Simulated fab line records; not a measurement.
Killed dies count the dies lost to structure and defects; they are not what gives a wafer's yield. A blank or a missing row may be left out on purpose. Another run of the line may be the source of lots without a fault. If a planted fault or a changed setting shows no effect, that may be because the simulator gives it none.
Lot-split experiment + flow n5_finfet + route with 1938 steps; 7 lots, 39 wafers read

## ON THE SPLIT
At N5_FIN_SAQP_HM_DEP_03 (deposits SiNx from SiH4/NH3/N2, target thk 38 nm, time 33.6 s), the setting target_thk_a was moved away from the recipe's 380 angstrom on 9 of the 39 wafers read, by -10.3% to +10.6%. All remaining wafers had this setting at the recipe value.

## FROM THE SPLIT TO THE READING: what the file shows between them, 5 steps
- N5_FIN_SAQP_THK_MEAS_05
- N5_FIN_SAQP_PECVD_47: deposits a-Si from SiH4/He, target thk 45 nm, time 36.3 s
- N5_FIN_SAQP_PECVD_48: deposits SiNx from SiH4/NH3/N2, target thk 25 nm, time 22.1 s
- N5_FIN_SAQP_MANDREL2_REMOVE_60: chemistry HBr/Cl2/O2, target a-Si, stops on SiNx, bt time 10 s
- N5_FIN_SAQP_HM_OPEN_33: chemistry CH3F/O2, target SiNx, target depth 49.4 nm, time 70.6 s

## THE READING
SiNx_of_FIN_SAQP_HM_DEP_03.thk_nm (the simulator's own value, which no gauge read), in nm, at N5_FIN_SAQP_FIN_ETCH_36 (etches the open film in HBr/Cl2/O2, target depth 120 nm, time 50.4 s). The file does not state a usual value for it. The 30 wafers here that ran the recipe average 21.0 nm, standard deviation 0.85 nm.

| wafer  | tool, chamber at the split | target_thk_a as run, angstrom | against the recipe | SiNx_of_FIN_SAQP_HM_DEP_03.thk_nm, nm | against lot-mates on the recipe |
|--------|----------------------------|-------------------------------|--------------------|---------------------------------------|---------------------------------|
| L078.2 | pecvd-01, 0                | 380                           | recipe             | 22                                    | -                               |
| L078.4 | pecvd-01, 0                | 380                           | recipe             | 22                                    | -                               |
| L078.5 | pecvd-01, 0                | 380                           | recipe             | 21.8                                  | -                               |
| L080.1 | pecvd-04, 2                | 380                           | recipe             | 21                                    | -                               |
| L080.5 | pecvd-04, 2                | 380                           | recipe             | 21                                    | -                               |
| L080.2 | pecvd-04, 0                | 380                           | recipe             | 19.4                                  | -                               |
| L080.3 | pecvd-04, 1                | 380                           | recipe             | 20.8                                  | -                               |
| L080.4 | pecvd-04, 0                | 380                           | recipe             | 20                                    | -                               |
| L080.6 | pecvd-04, 1                | 380                           | recipe             | 20.2                                  | -                               |
| L082.1 | pecvd-04, 2                | 380                           | recipe             | 20.6                                  | -                               |
| L082.2 | pecvd-04, 0                | 380                           | recipe             | 22.2                                  | -                               |
| L082.3 | pecvd-04, 1                | 340.8                         | -10.3%             | 18.4                                  | -3.1                            |
| L082.4 | pecvd-04, 0                | 340.8                         | -10.3%             | 18.4                                  | -3.1                            |
| L082.5 | pecvd-04, 2                | 380                           | recipe             | 21.6                                  | -                               |
| L082.6 | pecvd-04, 1                | 340.8                         | -10.3%             | 17.2                                  | -4.3                            |
| L083.1 | pecvd-04, 1                | 420.3                         | +10.6%             | 24.2                                  | +3.2                            |
| L083.3 | pecvd-04, 0                | 420.3                         | +10.6%             | 24.2                                  | +3.2                            |
| L083.2 | pecvd-04, 2                | 420.3                         | +10.6%             | 24.6                                  | +3.6                            |
| L083.4 | pecvd-04, 1                | 380                           | recipe             | 21.2                                  | -                               |
| L083.5 | pecvd-04, 2                | 380                           | recipe             | 21                                    | -                               |
| L083.6 | pecvd-04, 0                | 380                           | recipe             | 20.8                                  | -                               |
| L084.1 | pecvd-01, 2                | 380                           | recipe             | 20.2                                  | -                               |
| L084.2 | pecvd-01, 0                | 380                           | recipe             | 21.4                                  | -                               |
| L084.3 | pecvd-01, 1                | 380                           | recipe             | 21.4                                  | -                               |
| L084.4 | pecvd-01, 1                | 380                           | recipe             | 20.4                                  | -                               |
| L084.5 | pecvd-01, 0                | 380                           | recipe             | 22                                    | -                               |
| L084.6 | pecvd-01, 2                | 380                           | recipe             | 21.2                                  | -                               |
| L087.1 | pecvd-01, 2                | 380                           | recipe             | 19.4                                  | -                               |
| L087.2 | pecvd-01, 0                | 380                           | recipe             | 19.6                                  | -                               |
| L087.3 | pecvd-01, 0                | 380                           | recipe             | 21.4                                  | -                               |
| L087.6 | pecvd-01, 2                | 380                           | recipe             | 21.4                                  | -                               |
| L087.4 | pecvd-01, 2                | 380                           | recipe             | 20                                    | -                               |
| L087.5 | pecvd-01, 0                | 380                           | recipe             | 21                                    | -                               |
| L093.1 | pecvd-02, 2                | 410.5                         | +8.0%              | 24.8                                  | +2.9                            |
| L093.2 | pecvd-02, 1                | 410.5                         | +8.0%              | 23.8                                  | +1.9                            |
| L093.3 | pecvd-02, 0                | 410.5                         | +8.0%              | 24.4                                  | +2.5                            |
| L093.4 | pecvd-02, 0                | 380                           | recipe             | 22.8                                  | -                               |
| L093.5 | pecvd-02, 2                | 380                           | recipe             | 22.2                                  | -                               |
| L093.6 | pecvd-02, 1                | 380                           | recipe             | 20.8                                  | -                               |

THE FIT
A straight line over all 39 wafers: SiNx_of_FIN_SAQP_HM_DEP_03.thk_nm changes by +0.326 nm for each +1% of target_thk_a; r = +0.88; the points scatter about the line by 0.82 nm.
The same after taking each lot's own level away (the mean of its wafers on the recipe; 39 wafers): +0.32 nm for each +1%; r = +0.93; scatter 0.61 nm.
On that fit, the largest move of target_thk_a shifts the reading by 3.4 nm.
Measured against the standard deviation above, the lots' own levels, which go from 20.40 to 21.93 nm, span 1.8 times it.
The two slopes agree, so the slope changes little with the lot-to-lot level.
Check: +3.39 nm against its lot-mates is what the line predicts for one of the wafers moved furthest among these (+10.6%) when that wafer is left out of the fit. It came out at +3.2 nm against them.

## OTHER SPLITS APPLIED TO THESE WAFERS
These wafers also went through other splits before the reading. Each is held against what the fit with the lots' levels taken away leaves over:
| other split on the same wafers | wafers away from the commonest value | r with SiNx_of_FIN_SAQP_HM_DEP_03.thk_nm (lot level and that fit taken away) |
|--------------------------------|--------------------------------------|------------------------------------------------------------------------------|
| N5_WELL_APT_EXPOSE_05 dose_mj  | 15                                   | +0.02                                                                        |

## THE WHOLE CHAIN: every reading that the file lists as answering this split, in the file's order
| step                    | what it does                                                         | reading                                                                            | change (the file's fit)               | r (the file's) |
|-------------------------|----------------------------------------------------------------------|------------------------------------------------------------------------------------|---------------------------------------|----------------|
| N5_FIN_SAQP_HM_DEP_03   | deposits SiNx from SiH4/NH3/N2, target thk 38 nm, time 33.6 s        | SiNx_of_FIN_SAQP_HM_DEP_03.thk_nm (the simulator's own value, which no gauge read) | +0.343 nm for each +1% of the setting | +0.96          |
| N5_FIN_SAQP_THK_MEAS_05 |                                                                      | thk_nm                                                                             | withheld for each +1% of the setting  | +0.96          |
| N5_FIN_SAQP_HM_OPEN_33  | chemistry CH3F/O2, target SiNx, target depth 49.4 nm, time 70.6 s    | etch_rf_on_time_s                                                                  | withheld for each +1% of the setting  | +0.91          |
| N5_FIN_SAQP_HM_OPEN_33  | chemistry CH3F/O2, target SiNx, target depth 49.4 nm, time 70.6 s    | etch.depth_nm (the simulator's own value, which no gauge read)                     | +0.342 nm for each +1% of the setting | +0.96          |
| N5_FIN_SAQP_FIN_ETCH_36 | etches the open film in HBr/Cl2/O2, target depth 120 nm, time 50.4 s | SiNx_of_FIN_SAQP_HM_DEP_03.thk_nm (the simulator's own value, which no gauge read) | +0.319 nm for each +1% of the setting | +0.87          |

## FILE'S OWN FIT
SiNx_of_FIN_SAQP_HM_DEP_03.thk_nm changes by +0.319 nm for each +1% of target_thk_a, r = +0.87.
